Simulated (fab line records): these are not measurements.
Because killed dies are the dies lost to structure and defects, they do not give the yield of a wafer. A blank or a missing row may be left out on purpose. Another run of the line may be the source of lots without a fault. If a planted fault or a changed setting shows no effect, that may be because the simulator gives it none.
Which of the tools did it? :: flow nand harc :: 42 wafers from 14 lots sampled at 5 of the route's 1302 steps

== WHAT THE GAUGES READ, wafer by wafer ==
NHARC_A_CHANNEL_HOLE_D1_INSPECT_12. Usual: raw defect count reads 6.1 (standard deviation 2.8).
lot: L651
measured: day 8 05:38
on: defect inspect-02
raw defect count: 9 3 7
flag: 

lot: L652
measured: day 9 02:27
on: defect inspect-01
raw defect count: 3 3 3
flag: 

lot: L653
measured: day 9 11:47
on: defect inspect-02
raw defect count: 3 9 1
flag: 

lot: L654
measured: day 9 13:02
on: defect inspect-02
raw defect count: 8 13 9
flag: 

lot: L655
measured: day 10 05:32
on: defect inspect-02
raw defect count: 6 7 9
flag: 

lot: L656
measured: day 10 12:12
on: defect inspect-02
raw defect count: 1 3 4
flag: 

lot: L657
measured: day 10 23:59
on: defect inspect-02
raw defect count: 5 11 7
flag: 

lot: L659
measured: day 11 17:29
on: defect inspect-02
raw defect count: 8 6 8
flag: 

lot: L660
measured: day 12 08:56
on: defect inspect-01
raw defect count: 9 5 2
flag: 

lot: L661
measured: day 12 14:33
on: defect inspect-02
raw defect count: 8 8 7
flag: 

lot: L664
measured: day 13 20:24
on: defect inspect-02
raw defect count: 6 5 5
flag: 

lot: L666
measured: day 14 10:03
on: defect inspect-01
raw defect count: 4 4 3
flag: 

lot: L668
measured: day 15 02:23
on: defect inspect-01
raw defect count: 6 6 10
flag: 

lot: L667
measured: day 15 02:46
on: defect inspect-01
raw defect count: 1 6 5
flag: 

NHARC_A_CHANNEL_HOLE_D1_CD_MEAS_18. Usual: cd nm reads 99 nm (standard deviation 3).
lot: L651
measured: day 8 09:05
on: cd sem-02
cd nm (nm): 96 94 97
flag: 

lot: L652
measured: day 9 03:37
on: cd sem-02
cd nm (nm): 101 97 101
flag: 

lot: L653
measured: day 9 12:58
on: cd sem-03
cd nm (nm): 104 97 100
flag: 

lot: L654
measured: day 9 14:13
on: cd sem-01
cd nm (nm): 97 105 99
flag: 

lot: L655
measured: day 10 06:42
on: cd sem-03
cd nm (nm): 100 99 101
flag: 

lot: L656
measured: day 10 13:22
on: cd sem-02
cd nm (nm): 99 93 98
flag: 

lot: L657
measured: day 11 01:10
on: cd sem-03
cd nm (nm): 99 95 99
flag: 

lot: L659
measured: day 11 18:39
on: cd sem-02
cd nm (nm): 95 101 94
flag: 

lot: L660
measured: day 12 10:07
on: cd sem-01
cd nm (nm): 96 97 95
flag: 

lot: L661
measured: day 12 15:43
on: cd sem-03
cd nm (nm): 99 95 96
flag: 

lot: L664
measured: day 13 21:34
on: cd sem-02
cd nm (nm): 105 108 103
flag: 

lot: L666
measured: day 14 11:14
on: cd sem-03
cd nm (nm): 103 103 104
flag: 

lot: L668
measured: day 15 03:34
on: cd sem-01
cd nm (nm): 97 102 96
flag: 

lot: L667
measured: day 15 03:56
on: cd sem-03
cd nm (nm): 98 98 105
flag: 

NHARC_A_CHANNEL_HOLE_D1_CD_MEAS_30. Usual: cd nm reads 90.3 nm (standard deviation 1.5).
lot: L651
measured: day 8 17:57
on: cd sem-01
cd nm (nm): 87.5 89.4 91.6
flag: 

lot: L652
measured: day 9 13:08
on: cd sem-02
cd nm (nm): 90.2 91.5 89.5
flag: 

lot: L653
measured: day 9 18:32
on: cd sem-01
cd nm (nm): 89.8 92.1 90.0
flag: 

lot: L654
measured: day 9 19:49
on: cd sem-02
cd nm (nm): 91.6 89.1 91.1
flag: 

lot: L655
measured: day 10 12:19
on: cd sem-01
cd nm (nm): 90.1 92.6 89.2
flag: 

lot: L656
measured: day 10 20:40
on: cd sem-03
cd nm (nm): 89.0 88.9 90.5
flag: 

lot: L657
measured: day 11 08:25
on: cd sem-03
cd nm (nm): 92.1 91.3 92.2
flag: 

lot: L659
measured: day 12 02:25
on: cd sem-02
cd nm (nm): 89.0 88.7 87.0
flag: 

lot: L660
measured: day 12 17:41
on: cd sem-03
cd nm (nm): 90.7 90.5 88.4
flag: 

lot: L661
measured: day 13 02:01
on: cd sem-03
cd nm (nm): 87.3 90.5 90.0
flag: 

lot: L664
measured: day 14 05:15
on: cd sem-03
cd nm (nm): 90.8 89.7 89.7
flag: 

lot: L666
measured: day 14 17:46
on: cd sem-03
cd nm (nm): 0.0 0.9 0.4
flag: OFF

lot: L668
measured: day 15 10:08
on: cd sem-01
cd nm (nm): 0.1 -0.2 -0.1
flag: OFF

lot: L667
measured: day 15 12:47
on: cd sem-03
cd nm (nm): 91.4 89.5 91.0
flag: 

== EACH LOT AND THE TOOL THAT RAN IT (in order: tool; ch and the chambers of the sampled wafers; start) ==
lot: L651
NHARC_A_CHANNEL_HOLE_D1_DEP_01: pecvd-04 ch 0,1,2, day 8 04:49
NHARC_A_CHANNEL_HOLE_D1_ETCH_25: har etch-01 ch 0,1, day 8 15:28

lot: L652
NHARC_A_CHANNEL_HOLE_D1_DEP_01: pecvd-01 ch 0,1, day 9 01:44
NHARC_A_CHANNEL_HOLE_D1_ETCH_25: har etch-01 ch 0,1, day 9 10:31

lot: L653
NHARC_A_CHANNEL_HOLE_D1_DEP_01: pecvd-03 ch 0,2, day 9 11:04
NHARC_A_CHANNEL_HOLE_D1_ETCH_25: har etch-02 ch 0,1, day 9 15:55

lot: L654
NHARC_A_CHANNEL_HOLE_D1_DEP_01: pecvd-03 ch 0,1,2, day 9 12:16
NHARC_A_CHANNEL_HOLE_D1_ETCH_25: har etch-01 ch 0,1, day 9 17:29

lot: L655
NHARC_A_CHANNEL_HOLE_D1_DEP_01: pecvd-03 ch 1,2, day 10 04:43
NHARC_A_CHANNEL_HOLE_D1_ETCH_25: har etch-02 ch 0,1, day 10 09:41

lot: L656
NHARC_A_CHANNEL_HOLE_D1_DEP_01: pecvd-03 ch 1,2, day 10 11:22
NHARC_A_CHANNEL_HOLE_D1_ETCH_25: har etch-02 ch 0,1, day 10 18:02

lot: L657
NHARC_A_CHANNEL_HOLE_D1_DEP_01: pecvd-03 ch 0,1,2, day 10 23:09
NHARC_A_CHANNEL_HOLE_D1_ETCH_25: har etch-02 ch 0,1, day 11 05:47

lot: L659
NHARC_A_CHANNEL_HOLE_D1_DEP_01: pecvd-03 ch 0,2, day 11 16:38
NHARC_A_CHANNEL_HOLE_D1_ETCH_25: har etch-01 ch 0,1, day 11 23:48

lot: L660
NHARC_A_CHANNEL_HOLE_D1_DEP_01: pecvd-03 ch 0,1,2, day 12 08:13
NHARC_A_CHANNEL_HOLE_D1_ETCH_25: har etch-02 ch 0,1, day 12 13:16

lot: L661
NHARC_A_CHANNEL_HOLE_D1_DEP_01: pecvd-01 ch 0,1,2, day 12 13:52
NHARC_A_CHANNEL_HOLE_D1_ETCH_25: har etch-02 ch 1, day 12 23:23

lot: L664
NHARC_A_CHANNEL_HOLE_D1_DEP_01: pecvd-03 ch 0,2, day 13 19:41
NHARC_A_CHANNEL_HOLE_D1_ETCH_25: har etch-01 ch 0,1, day 14 02:46

lot: L666
NHARC_A_CHANNEL_HOLE_D1_DEP_01: pecvd-03 ch 0,1, day 14 09:13
NHARC_A_CHANNEL_HOLE_D1_ETCH_25: har etch-01 ch 0,1, day 14 15:35

lot: L668
NHARC_A_CHANNEL_HOLE_D1_DEP_01: pecvd-04 ch 1,2, day 15 01:40
NHARC_A_CHANNEL_HOLE_D1_ETCH_25: har etch-02 ch 0,1, day 15 07:26

lot: L667
NHARC_A_CHANNEL_HOLE_D1_DEP_01: pecvd-03 ch 0,1,2, day 15 01:55
NHARC_A_CHANNEL_HOLE_D1_ETCH_25: har etch-01 ch 0,1, day 15 10:19
- NHARC_A_CHANNEL_HOLE_D1_DEP_01: deposits SiON, target thk 140 nm.
- NHARC_A_CHANNEL_HOLE_D1_ETCH_25: etches the open film in C4F8/O2/Ar, time 1040.2 s, target depth 1500 nm.

== AS READ BY THE TOOLS THEMSELVES (means over the sampled wafers that have a number; for cases with no such wafer, the mark the record gives instead) ==
NHARC_A_CHANNEL_HOLE_D1_DEP_01. Usual: heater power w 765 W, standard deviation 71; showerhead vpp V 1159 V, standard deviation 57.
lot: L651
tool: pecvd-04
heater power w (W): 817
showerhead vpp V (V): 1175
flag: 

lot: L652
tool: pecvd-01
heater power w (W): 740
showerhead vpp V (V): 1150
flag: 

lot: L653
tool: pecvd-03
heater power w (W): 756
showerhead vpp V (V): 1202
flag: 

lot: L654
tool: pecvd-03
heater power w (W): 752
showerhead vpp V (V): 1165
flag: 

lot: L655
tool: pecvd-03
heater power w (W): 768
showerhead vpp V (V): 1155
flag: 

lot: L656
tool: pecvd-03
heater power w (W): 728
showerhead vpp V (V): 1120
flag: 

lot: L657
tool: pecvd-03
heater power w (W): 766
showerhead vpp V (V): 1167
flag: 

lot: L659
tool: pecvd-03
heater power w (W): 711
showerhead vpp V (V): 1211
flag: 

lot: L660
tool: pecvd-03
heater power w (W): 767
showerhead vpp V (V): 1162
flag: 

lot: L661
tool: pecvd-01
heater power w (W): 782
showerhead vpp V (V): 1146
flag: 

lot: L664
tool: pecvd-03
heater power w (W): 678
showerhead vpp V (V): 1195
flag: 

lot: L666
tool: pecvd-03
heater power w (W): 749
showerhead vpp V (V): 1188
flag: 

lot: L668
tool: pecvd-04
heater power w (W): 839
showerhead vpp V (V): 1129
flag: 

lot: L667
tool: pecvd-03
heater power w (W): 733
showerhead vpp V (V): 1173
flag: 

NHARC_A_CHANNEL_HOLE_D1_ETCH_25. Usual: c4f8 flow sccm 93.81 sccm, standard deviation 0.29; chamber pressure mTorr 20.002 mTorr, standard deviation 0.018; drypump motor current A 5.8 A, standard deviation 0.73; showerhead plenum p Torr 3.68 Torr, standard deviation 0.064; temp c -20.00 C, standard deviation 0.11; throttle valve pct 32.237 %, standard deviation 0.0098.
lot: L651
tool: har etch-01
c4f8 flow sccm (sccm): 94.06
chamber pressure mTorr (mTorr): 19.996
drypump motor current A (A): 6.3
showerhead plenum p Torr (Torr): 3.73
temp c (C): -19.95
throttle valve pct (%): 32.234
flag: 

lot: L652
tool: har etch-01
c4f8 flow sccm (sccm): 93.94
chamber pressure mTorr (mTorr): 20.006
drypump motor current A (A): 6.3
showerhead plenum p Torr (Torr): 3.72
temp c (C): -19.96
throttle valve pct (%): 32.248
flag: 

lot: L653
tool: har etch-02
c4f8 flow sccm (sccm): 93.43
chamber pressure mTorr (mTorr): 20.015
drypump motor current A (A): 5.7
showerhead plenum p Torr (Torr): 3.66
temp c (C): -19.95
throttle valve pct (%): 32.242
flag: 

lot: L654
tool: har etch-01
c4f8 flow sccm (sccm): 93.71
chamber pressure mTorr (mTorr): 20.006
drypump motor current A (A): 5.8
showerhead plenum p Torr (Torr): 3.72
temp c (C): -20.04
throttle valve pct (%): 32.235
flag: 

lot: L655
tool: har etch-02
c4f8 flow sccm (sccm): 93.82
chamber pressure mTorr (mTorr): 20.008
drypump motor current A (A): 5.3
showerhead plenum p Torr (Torr): 3.70
temp c (C): -19.98
throttle valve pct (%): 32.234
flag: 

lot: L656
tool: har etch-02
c4f8 flow sccm (sccm): 93.89
chamber pressure mTorr (mTorr): 20.015
drypump motor current A (A): 5.3
showerhead plenum p Torr (Torr): 3.70
temp c (C): -19.99
throttle valve pct (%): 32.247
flag: 

lot: L657
tool: har etch-02
c4f8 flow sccm (sccm): 93.84
chamber pressure mTorr (mTorr): 20.010
drypump motor current A (A): 5.7
showerhead plenum p Torr (Torr): 3.65
temp c (C): -19.98
throttle valve pct (%): 32.234
flag: 

lot: L659
tool: har etch-01
c4f8 flow sccm (sccm): 94.01
chamber pressure mTorr (mTorr): 20.013
drypump motor current A (A): 6.3
showerhead plenum p Torr (Torr): 3.70
temp c (C): -19.95
throttle valve pct (%): 32.238
flag: 

lot: L660
tool: har etch-02
c4f8 flow sccm (sccm): 93.99
chamber pressure mTorr (mTorr): 19.990
drypump motor current A (A): 5.3
showerhead plenum p Torr (Torr): 3.68
temp c (C): -20.16
throttle valve pct (%): 32.233
flag: 

lot: L661
tool: har etch-02
c4f8 flow sccm (sccm): 94.03
chamber pressure mTorr (mTorr): 20.002
drypump motor current A (A): 6.2
showerhead plenum p Torr (Torr): 3.59
temp c (C): -20.18
throttle valve pct (%): 32.236
flag: 

lot: L664
tool: har etch-01
c4f8 flow sccm (sccm): 93.93
chamber pressure mTorr (mTorr): 20.002
drypump motor current A (A): 6.3
showerhead plenum p Torr (Torr): 3.69
temp c (C): -19.90
throttle valve pct (%): 32.231
flag: 

lot: L666
tool: har etch-01
c4f8 flow sccm (sccm): -
chamber pressure mTorr (mTorr): -
drypump motor current A (A): -
showerhead plenum p Torr (Torr): -
temp c (C): -
throttle valve pct (%): -
flag: OFF

lot: L668
tool: har etch-02
c4f8 flow sccm (sccm): -
chamber pressure mTorr (mTorr): -
drypump motor current A (A): -
showerhead plenum p Torr (Torr): -
temp c (C): -
throttle valve pct (%): -
flag: OFF

lot: L667
tool: har etch-01
c4f8 flow sccm (sccm): 93.96
chamber pressure mTorr (mTorr): 19.990
drypump motor current A (A): 5.9
showerhead plenum p Torr (Torr): 3.68
temp c (C): -19.95
throttle valve pct (%): 32.237
flag: 

== THE ANSWER, worked out from the rows above alone ==
Rule: a lot is off if the mean of its wafers that have a number lies more than 3 standard deviations from the usual mean. A lot without any number at a reading at which 4 lots or more have one is off too. All remaining lots with rows at the step are treated as sound. Order of review: gauges by route order, followed by the tools' own readings, for which a lot's mean as printed above is used. At the first step where some lot is off, the reading lying furthest off is the one used; lots without a number count as furthest.
Off: L666, L668, at NHARC_A_CHANNEL_HOLE_D1_CD_MEAS_30 (cd nm).
If a tool, at a process step before that reading, ran all the lots that are off and no sound lot after the first of them, it fits. The gauges at NHARC_A_CHANNEL_HOLE_D1_CD_MEAS_30 aren't tried: what is off there is off at NHARC_A_CHANNEL_HOLE_D1_ETCH_25 too, on other tools, and a gauge's error can't cause that. None of those tried fits.

== WHAT THE SIMULATOR PUT IN ==
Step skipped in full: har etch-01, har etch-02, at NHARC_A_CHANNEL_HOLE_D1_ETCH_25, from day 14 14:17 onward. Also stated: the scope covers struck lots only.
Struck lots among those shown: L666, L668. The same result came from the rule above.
